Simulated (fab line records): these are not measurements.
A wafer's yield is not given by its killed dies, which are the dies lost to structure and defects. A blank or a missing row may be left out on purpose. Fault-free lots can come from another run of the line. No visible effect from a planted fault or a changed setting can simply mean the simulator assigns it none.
fab line records | flow n5Finfet
[record] lots = 10 | wafers = 30 | lastDay = 17
route steps=1938 shown GATE_CUT@512 MOL_CONTACT_COAG@528 BEOL_M4@1111 PASSIVATION@1936
lots that met no fault: taken from a fault-free run of the same line
startH: hours from the record's opening day to when the first of the lot's shown wafers began | waitH: hours from the lot's prior step to this one | " unchanged from the row above | L1.1+2: a row that stands for several wafers | - either no value or no given start | * or withheld: withheld | < > ~ a bound
route shown NAME@n: names a module that has steps shown in the file, with the first one's number in the route | usual: mean and standard deviation over wafers with no fault | same: alike in all rows | chamber/n: place in a boat | sites: the reading at each site | _std_site: the values' standard deviation | _edge_site: inner sites' mean taken away from outer sites' mean | radiusMm: for every site, how far away it sits from the centre of the wafer | mask NAME#n: copy n | behind: the last tool/chamber to shape the wafer | hold: reason for holding the lot/hours on hold/outcome of the hold | device: which transistor (n, p or np) failed to switch | end of line: tests of these same wafers at the route's end | step lacking rows: just its recipe | killed: dies that structure and defects cost at the first sort, which is not the same as the wafer's yield | map: per-die view of a wafer (x killed, . not killed, _ where there is no die)
set.NAME: setting as actually run; set.NAME@STEP: the setting as run at that earlier step | model.NAME: the simulator's own value behind a step, which no gauge read
the route's steps for a sample of lots (tables are steps, rows are wafers)
services: the hour from which a tool's chamber was out of use, counted from the record's first day as startH (under 0 if before that day), plus the number of hours and why
[[steps]]
[step N5_GATE_CUT_THK_MEAS_24]
[recipe] reads = SiO2_of_GATE_CUT_HM_DEP_46+SiO2_flowable_of_ILD0_FCVD_FILL_01
[usual] GC_FILL_THK = 219.1/2.2
lot.wafer | tool         | chamber | startH | waitH | GC_FILL_THK[nm]
L543.1    | filmMetro-01 | -       | 95.87  | -     | 221.7
L543.3    | "            | -       | "      | "     | 221.6
L543.4    | "            | -       | "      | "     | 221.0
L545.2    | filmMetro-02 | -       | 107.15 | -     | 216.2
L545.5    | "            | -       | "      | "     | 217.4
L545.6    | "            | -       | "      | "     | 219.6
L550.3    | filmMetro-01 | -       | 134.98 | -     | 219.6
L550.4    | "            | -       | "      | "     | 220.9
L550.6    | "            | -       | "      | "     | 217.9
L552.2    | filmMetro-02 | -       | 149.00 | -     | 217.6
L552.5    | "            | -       | "      | "     | 215.6
L552.6    | "            | -       | "      | "     | 220.5
L553.2    | filmMetro-02 | -       | 154.47 | -     | 220.5
L553.3    | "            | -       | "      | "     | 220.5
L553.4    | "            | -       | "      | "     | 221.6
L554.1    | filmMetro-02 | -       | 164.42 | -     | 217.5
L554.3    | "            | -       | "      | "     | 215.7
L554.4    | "            | -       | "      | "     | 218.8
L555.4    | filmMetro-01 | -       | 165.19 | -     | 223.1
L555.5    | "            | -       | "      | "     | 219.9
L555.6    | "            | -       | "      | "     | 221.8
L562.1    | filmMetro-02 | -       | 207.59 | -     | 212.6
L562.4    | "            | -       | "      | "     | 216.3
L562.6    | "            | -       | "      | "     | 214.1
L563.1    | filmMetro-02 | -       | 211.93 | -     | 219.0
L563.3    | "            | -       | "      | "     | 217.3
L563.4    | "            | -       | "      | "     | 218.0
L565.3    | filmMetro-01 | -       | 223.18 | -     | 217.3
L565.4    | "            | -       | "      | "     | 218.4
L565.6    | "            | -       | "      | "     | 216.7
[step N5_MOL_CONTACT_COAG_INSPECT_10]
[recipe] mode = adi | inspectInstrument = brightfield
[usual] rawDefectCount = 73/31
lot.wafer | tool             | chamber | startH | waitH | rawDefectCount
L543.1    | defectInspect-02 | -       | 97.58  | 0.6   | 186
L543.3    | "                | -       | "      | "     | 47
L543.4    | "                | -       | "      | "     | 54
L545.2    | defectInspect-02 | -       | 109.33 | 0.0   | 100
L545.5    | "                | -       | "      | "     | 63
L545.6    | "                | -       | "      | "     | 82
L550.3    | defectInspect-01 | -       | 136.10 | 0.0   | 117
L550.4    | "                | -       | "      | "     | 47
L550.6    | "                | -       | "      | "     | 65
L552.2    | defectInspect-01 | -       | 150.13 | 0.0   | 65
L552.5    | "                | -       | "      | "     | 47
L552.6    | "                | -       | "      | "     | 73
L553.2    | defectInspect-02 | -       | 155.60 | 0.0   | 47
L553.3    | "                | -       | "      | "     | 47
L553.4    | "                | -       | "      | "     | 45
L554.1    | defectInspect-02 | -       | 165.67 | 0.1   | 104
L554.3    | "                | -       | "      | "     | 78
L554.4    | "                | -       | "      | "     | 81
L555.4    | defectInspect-02 | -       | 166.32 | 0.0   | 53
L555.5    | "                | -       | "      | "     | 62
L555.6    | "                | -       | "      | "     | 61
L562.1    | defectInspect-01 | -       | 208.84 | 0.1   | 55
L562.4    | "                | -       | "      | "     | 126
L562.6    | "                | -       | "      | "     | 92
L563.1    | defectInspect-02 | -       | 213.06 | 0.1   | 85
L563.3    | "                | -       | "      | "     | 65
L563.4    | "                | -       | "      | "     | 81
L565.3    | defectInspect-01 | -       | 224.44 | 0.0   | 125
L565.4    | "                | -       | "      | "     | 56
L565.6    | "                | -       | "      | "     | 45
[step N5_MOL_CONTACT_COAG_PRE_CLEAN_142]
[recipe] gas = H2/He | timeS = 60 | tempC = 300
[usual] heaterPowerW = 483/31
lot.wafer | tool          | chamber | startH | waitH | heaterPowerW
L543.1    | pvdSputter-01 | -       | 102.13 | 1.2   | 459
L543.3    | "             | -       | "      | "     | 451
L543.4    | "             | -       | "      | "     | 514
L545.2    | pvdSputter-01 | -       | 113.90 | 1.9   | 477
L545.5    | "             | -       | "      | "     | 455
L545.6    | "             | -       | "      | "     | 453
L550.3    | pvdSputter-02 | -       | 141.15 | 0.7   | 494
L550.4    | "             | -       | "      | "     | 477
L550.6    | "             | -       | "      | "     | 494
L552.2    | pvdSputter-02 | -       | 155.65 | 2.5   | 488
L552.5    | "             | -       | "      | "     | 486
L552.6    | "             | -       | "      | "     | 475
L553.2    | pvdSputter-02 | -       | 164.72 | 2.0   | 473
L553.3    | "             | -       | "      | "     | 487
L553.4    | "             | -       | "      | "     | 493
L554.1    | pvdSputter-03 | -       | 172.76 | 3.1   | 541
L554.3    | "             | -       | "      | "     | 460
L554.4    | "             | -       | "      | "     | 475
L555.4    | pvdSputter-03 | -       | 175.72 | 2.0   | 460
L555.5    | "             | -       | "      | "     | 472
L555.6    | "             | -       | "      | "     | 548
L562.1    | pvdSputter-01 | -       | 216.13 | 3.6   | 458
L562.4    | "             | -       | "      | "     | 441
L562.6    | "             | -       | "      | "     | 499
L563.1    | pvdSputter-03 | -       | 221.65 | 2.9   | 473
L563.3    | "             | -       | "      | "     | 449
L563.4    | "             | -       | "      | "     | 566
L565.3    | pvdSputter-02 | -       | 230.65 | 1.3   | 512
L565.4    | "             | -       | "      | "     | 483
L565.6    | "             | -       | "      | "     | 488
[step N5_MOL_CONTACT_COAG_CMP_23]
[recipe] stopOn = SiO2 | tOverpolishS = 1.5 | postCmpClean = cuAlkaline | downForcePsi = 2 | platenRpm = 50.289 | padVelocityMS = 1.0006 | targetThkNm = 0
[usual] edgeZonePressureFrac = 1.000/0.0047 | motorCurrentA = 8.2/0.53 | overpolishRunS = 1.501/0.0094 | platenRpm = 50.29/0.033 | timeToEndpointS = 8.7/2.5
[same] tOverpolishS = 1.5
lot.wafer | tool   | chamber | startH | waitH | edgeZonePressureFrac | motorCurrentA | overpolishRunS | platenRpm | timeToEndpointS
L543.3    | cmp-02 | 0       | 102.38 | 0.0   | 1.006                | 9.0           | 1.508          | 50.31     | 5.7
L543.4    | "      | 1       | "      | "     | 1.004                | 7.6           | 1.504          | 50.27     | 12.5
L543.1    | "      | 2       | "      | "     | 0.999                | 8.6           | 1.501          | 50.31     | 5.7
L545.2    | cmp-03 | 3       | 114.18 | 0.1   | 0.988                | 9.2           | 1.513          | 50.23     | 10.8
L545.5    | "      | 2       | "      | "     | 0.999                | 8.7           | 1.513          | 50.31     | 9.6
L545.6    | "      | 3       | "      | "     | 0.999                | 8.8           | 1.495          | 50.31     | 6.4
L550.4    | cmp-02 | 1       | 141.39 | 0.0   | 1.004                | 7.7           | 1.509          | 50.30     | 11.8
L550.3    | "      | 0       | "      | "     | 1.004                | 8.7           | 1.492          | 50.25     | 9.4
L550.6    | "      | 1       | "      | "     | 1.001                | 7.8           | 1.510          | 50.30     | 9.3
L552.2    | cmp-02 | 3       | 155.97 | 0.1   | 1.003                | 8.5           | 1.492          | 50.22     | 4.0
L552.5    | "      | 1       | "      | "     | 1.003                | 7.6           | 1.512          | 50.33     | 7.8
L552.6    | "      | 2       | "      | "     | 1.001                | 8.7           | 1.506          | 55.34     | 7.9
L553.4    | cmp-03 | 1       | 165.00 | 0.1   | 0.997                | 8.2           | 1.493          | 50.25     | 8.6
L553.3    | "      | 2       | "      | "     | 1.001                | 8.7           | 1.484          | 50.32     | 11.0
L553.2    | "      | 3       | "      | "     | 0.996                | 8.6           | 1.518          | 50.23     | 11.6
L554.1    | cmp-02 | 2       | 173.12 | 0.1   | 0.996                | 8.3           | 1.475          | 55.31     | 5.1
L554.4    | "      | 3       | "      | "     | 0.995                | 7.9           | 1.493          | 50.28     | 3.7
L554.3    | "      | 0       | "      | "     | 1.005                | 8.6           | 1.514          | 50.29     | 7.2
L555.4    | cmp-04 | 2       | 176.11 | 0.1   | 1.004                | 9.5           | 1.512          | 50.26     | 10.7
L555.5    | "      | 0       | "      | "     | 1.007                | 7.2           | 1.504          | 50.31     | 8.6
L555.6    | "      | 1       | "      | "     | 1.006                | 8.5           | 1.491          | 50.31     | 8.8
L562.4    | cmp-04 | 1       | 216.39 | 0.0   | 1.001                | 9.0           | 1.513          | 50.35     | 10.8
L562.1    | "      | 2       | "      | "     | 0.996                | 8.4           | 1.513          | 50.30     | 10.3
L562.6    | "      | 1       | "      | "     | 0.987                | 8.4           | 1.487          | 50.28     | 10.2
L563.3    | cmp-04 | 2       | 222.01 | 0.0   | 1.011                | 8.4           | 1.511          | 50.25     | 13.0
L563.4    | "      | 3       | "      | "     | 0.991                | 8.0           | 1.511          | 50.30     | 11.8
L563.1    | "      | 1       | "      | "     | 0.997                | 8.6           | 1.498          | 50.34     | 11.8
L565.3    | cmp-04 | 1       | 230.93 | 0.1   | 1.001                | 8.3           | 1.494          | 50.27     | 9.0
L565.4    | "      | 2       | "      | "     | 1.002                | 8.9           | 1.504          | 50.33     | 9.5
L565.6    | "      | 1       | "      | "     | 0.998                | 8.6           | 1.491          | 50.28     | 9.5
[step N5_MOL_CONTACT_COAG_THK_MEAS_29]
[recipe] reads = SiNx_of_GATE_CUT_PECVD_57+SiNx_of_GATE_CUT_SAC_CAP_01
[usual] MD_CAP_THK = 17.94/0.079
lot.wafer | tool         | chamber | startH | waitH | MD_CAP_THK[nm]
L543.1    | filmMetro-02 | -       | 105.36 | -     | 17.97
L543.3    | "            | -       | "      | "     | 17.95
L543.4    | "            | -       | "      | "     | 18.02
L545.2    | filmMetro-01 | -       | 116.82 | -     | 17.92
L545.5    | "            | -       | "      | "     | 17.93
L545.6    | "            | -       | "      | "     | 17.98
L550.3    | filmMetro-01 | -       | 144.07 | -     | 17.95
L550.4    | "            | -       | "      | "     | 17.84
L550.6    | "            | -       | "      | "     | 17.84
L552.2    | filmMetro-02 | -       | 158.65 | -     | 17.98
L552.5    | "            | -       | "      | "     | 18.09
L552.6    | "            | -       | "      | "     | 17.76
L553.2    | filmMetro-02 | -       | 167.64 | -     | 18.07
L553.3    | "            | -       | "      | "     | 17.92
L553.4    | "            | -       | "      | "     | 18.06
L554.1    | filmMetro-02 | -       | 176.27 | -     | 17.69
L554.3    | "            | -       | "      | "     | 17.92
L554.4    | "            | -       | "      | "     | 17.97
L555.4    | filmMetro-01 | -       | 178.82 | -     | 18.01
L555.5    | "            | -       | "      | "     | 17.95
L555.6    | "            | -       | "      | "     | 17.98
L562.1    | filmMetro-01 | -       | 219.12 | -     | 18.05
L562.4    | "            | -       | "      | "     | 17.90
L562.6    | "            | -       | "      | "     | 17.81
L563.1    | filmMetro-02 | -       | 224.96 | -     | 17.82
L563.3    | "            | -       | "      | "     | 17.86
L563.4    | "            | -       | "      | "     | 17.91
L565.3    | filmMetro-02 | -       | 233.58 | -     | 17.85
L565.4    | "            | -       | "      | "     | 17.89
L565.6    | "            | -       | "      | "     | 17.90
[step N5_BEOL_M4_RC_MEAS_101]
[usual] DIBL_N = 35.9/1.9 | DIBL_P = 35.8/2.4 | IOFF_N = 0.15/0.031 | IOFF_P = 0.21/0.037 | ION_N = 672/13 | ION_P = 462/8.3 | SS_N = 71.5/0.72 | SS_P = 73.2/0.67 | VT_N = 250/3.4 | VT_P = -250/3.4
lot.wafer | tool      | chamber | startH | waitH | DIBL_N[mV/V] | DIBL_P[mV/V] | IOFF_N[nA/um] | IOFF_P[nA/um] | ION_N[uA/um] | ION_P[uA/um] | SS_N[mV/dec] | SS_P[mV/dec] | VT_N[mV] | VT_P[mV]
L543.1    | prober-01 | 0       | 176.60 | 0.0   | 36.6         | 36.7         | 0.16          | 0.23          | 671          | 469          | 71.6         | 73.5         | 250      | -248
L543.3    | "         | 0       | "      | "     | 34.4         | 35.1         | 0.12          | 0.21          | 640          | 456          | 70.6         | 73.6         | 257      | -249
L543.4    | "         | 0       | "      | "     | 35.2         | 36.2         | 0.14          | 0.23          | 667          | 472          | 70.9         | 73.5         | 253      | -249
L545.2    | prober-02 | 0       | 197.24 | 0.2   | 35.8         | 35.0         | 0.13          | 0.18          | 661          | 453          | 71.1         | 72.7         | 251      | -252
L545.5    | "         | 0       | "      | "     | 37.4         | 36.8         | 0.16          | 0.22          | 669          | 462          | 72.1         | 73.6         | 252      | -250
L545.6    | "         | 0       | "      | "     | 35.5         | 34.3         | 0.13          | 0.18          | 669          | 459          | 71.0         | 73.0         | 252      | -251
L550.3    | prober-02 | 0       | 205.56 | 0.3   | 36.2         | 38.6         | 0.18          | 0.23          | 695          | 470          | 72.5         | 73.3         | 245      | -250
L550.4    | "         | 0       | "      | "     | 39.5         | 41.0         | 0.23          | 0.26          | 689          | 451          | 73.2         | 75.1         | 245      | -253
L550.6    | "         | 0       | "      | "     | 36.9         | 38.6         | 0.18          | 0.21          | 679          | 456          | 72.7         | 74.0         | 248      | -254
L552.2    | prober-01 | 0       | 225.77 | 0.2   | 35.1         | 35.3         | 0.13          | 0.17          | 665          | 456          | 70.7         | 72.8         | 253      | -254
L552.5    | "         | 0       | "      | "     | 33.3         | 33.8         | 0.11          | 0.15          | 658          | 457          | 70.6         | 73.1         | 255      | -257
L552.6    | "         | 0       | "      | "     | 36.9         | 37.2         | 0.16          | 0.20          | 675          | 459          | 72.0         | 73.7         | 251      | -251
L553.2    | prober-02 | 0       | 244.59 | 0.2   | 37.5         | 36.0         | 0.17          | 0.22          | 689          | 475          | 71.7         | 72.8         | 248      | -247
L553.3    | "         | 0       | "      | "     | 36.8         | 35.3         | 0.16          | 0.21          | 670          | 464          | 71.8         | 72.9         | 248      | -246
L553.4    | "         | 0       | "      | "     | 39.8         | 39.6         | 0.23          | 0.31          | 699          | 482          | 72.4         | 73.8         | 243      | -241
L555.4    | prober-01 | 0       | 245.17 | 0.5   | 36.8         | 38.0         | 0.17          | 0.24          | 676          | 465          | 71.6         | 73.1         | 249      | -245
L555.5    | "         | 0       | "      | "     | 35.0         | 35.3         | 0.14          | 0.20          | 655          | 459          | 71.8         | 73.2         | 253      | -247
L555.6    | "         | 0       | "      | "     | 34.6         | 36.1         | 0.14          | 0.21          | 679          | 470          | 71.0         | 73.0         | 249      | -246
L554.1    | prober-01 | 0       | 253.06 | 0.0   | 38.2         | 38.1         | 0.20          | 0.28          | 686          | 473          | 71.8         | 74.0         | 245      | -246
L554.3    | "         | 0       | "      | "     | 34.0         | 32.7         | 0.13          | 0.19          | 665          | 461          | 70.9         | 72.1         | 251      | -249
L554.4    | "         | 0       | "      | "     | 36.5         | 35.6         | 0.17          | 0.24          | 675          | 469          | 70.3         | 73.5         | 250      | -246
L562.1    | prober-01 | 0       | 295.81 | 0.0   | 37.3         | 37.4         | 0.19          | 0.26          | 682          | 470          | 71.5         | 73.0         | 244      | -246
L562.4    | "         | 0       | "      | "     | 35.4         | 36.2         | 0.16          | 0.23          | 676          | 472          | 70.8         | 73.6         | 247      | -248
L562.6    | "         | 0       | "      | "     | 35.8         | 35.8         | 0.17          | 0.23          | 688          | 471          | 70.9         | 72.9         | 247      | -248
L563.1    | prober-02 | 0       | 310.27 | 0.0   | 36.2         | 39.0         | 0.16          | 0.23          | 667          | 459          | 71.7         | 73.3         | 252      | -248
L563.3    | "         | 0       | "      | "     | 37.0         | 39.4         | 0.16          | 0.22          | 662          | 451          | 71.6         | 73.5         | 249      | -250
L563.4    | "         | 0       | "      | "     | 35.5         | 37.0         | 0.14          | 0.19          | 672          | 461          | 71.8         | 73.1         | 252      | -250
L565.3    | prober-02 | 0       | 313.89 | 0.3   | 34.6         | 33.6         | 0.13          | 0.20          | 674          | 473          | 70.6         | 72.7         | 250      | -251
L565.4    | "         | 0       | "      | "     | 36.8         | 35.7         | 0.17          | 0.23          | 690          | 475          | 71.4         | 73.0         | 249      | -247
L565.6    | "         | 0       | "      | "     | 36.9         | 35.7         | 0.16          | 0.23          | 682          | 473          | 71.3         | 72.5         | 253      | -247
[step N5_PASSIVATION_PROBE_49]
[usual] defectLimitedYield = 91.6/1.2 | killed_at_M0_to_M3 = 33/9.4 | killed_at_M4_up = 13/5.2 | killedAtContacts = 13/5.6 | killedAtFrontEnd = 37/9.5 | killedAtOther = 4/3.1 | killedDies = 99/15 | killedOpen = 65/11 | killedShort = 32/7.5 | sort_bin_5_function = 4.9/0.77 | sort_bin_6_memory = 3.1/0.65 | sort_bin_8_speed = 0.01/0.056 | sortNPass = 1081/15 | sortYieldPct = 91.6/1.2
[same] grossDies = 1180 | killedAtBackSide = 0 | sort_bin_4_leakage[%] = 0
lot.wafer | tool      | chamber | startH | waitH | defectLimitedYield[%] | killed_at_M0_to_M3 | killed_at_M4_up | killedAtContacts | killedAtFrontEnd | killedAtOther | killedDies | killedOpen | killedShort | sort_bin_5_function[%] | sort_bin_6_memory[%] | sort_bin_8_speed[%] | sortNPass | sortYieldPct[%]
L554.3    | prober-01 | -       | 368.30 | 0.1   | 92.4                  | 28                 | 4               | 10               | 44               | 4             | 90         | 60         | 30          | 4.6                    | 2.8                  | 0                   | 1090      | 92.4
// killed by level:class
L554.3 FIN_SAQP:geometricParticle:short=10 BEOL_M0_SAQP:geometricParticle:open=10 STI_FIN_REVEAL:geometricParticle:open=9 MOL_CONTACT_COAG:geometricParticle:open=8 DUMMY_GATE:geometricParticle:open=6 FIN_SAQP:geometricParticle:open=5 BEOL_M0_SAQP:geometricParticle:short=5 BEOL_M2:geometricParticle:open=5
[[services]]
tool          | chamber | startH | hours | kind
cmp-02        | -       | 81.87  | 0.7   | repair
cmp-02        | -       | 84.96  | 2.6   | repair
pvdSputter-03 | -       | 85.52  | 2.7   | repair
pvdSputter-03 | -       | 99.64  | 2.2   | repair
pvdSputter-03 | -       | 107.67 | 2.0   | repair
pvdSputter-03 | -       | 113.99 | 0.9   | repair
cmp-02        | -       | 121.68 | 0.6   | repair
cmp-03        | -       | 122.31 | 4.0   | pm
cmp-03        | -       | 126.31 | -     | consumableReplace:conditioner
cmp-03        | -       | 126.31 | -     | consumableReplace:pad
cmp-04        | -       | 126.40 | 0.5   | repair
pvdSputter-01 | -       | 129.15 | 1.9   | repair
cmp-04        | -       | 132.51 | 3.9   | repair
cmp-03        | -       | 137.84 | 5.7   | pm
cmp-03        | -       | 157.44 | 0.8   | repair
cmp-04        | -       | 168.52 | 7.0   | pm
cmp-03        | -       | 178.16 | 0.6   | repair
cmp-03        | -       | 192.81 | 6.1   | repair
cmp-02        | -       | 202.31 | 4.0   | pm
cmp-04        | -       | 202.78 | 8.0   | repair
cmp-02        | -       | 206.31 | -     | consumableReplace:conditioner
cmp-02        | -       | 206.31 | -     | consumableReplace:pad
cmp-02        | -       | 226.91 | 0.8   | repair
[[key]]
[firstSign] step = N5_MOL_CONTACT_COAG_CMP_23 | reading = platenRpm | direction = up | sigmas = 99+ | usual = 50.29 | struck = 55.32
[effect] step = N5_MOL_CONTACT_COAG_THK_MEAS_29 | reading = MD_CAP_THK | direction = down | sigmas = 2.6 | usual = 17.94 | struck = 17.73
metAt N5_MOL_CONTACT_COAG_CMP_23
struckLots L552,L554
struckWafers L552.6,L554.1
notActingAt N5_GATE_CUT_THK_MEAS_24,N5_MOL_CONTACT_COAG_INSPECT_10,N5_MOL_CONTACT_COAG_PRE_CLEAN_142
onsetBetween 102.38 155.97
[fault] kind = processParameterDrift | tool = cmp-02 | chamber = 2 | onsetH = 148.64 | steps = N5_MOL_CONTACT_COAG_CMP_23 | channel = platenRpm | offset = 5.0289 | shape = step | endH = 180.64 | actsIn = theseRecipesOnly | stated = 50.289
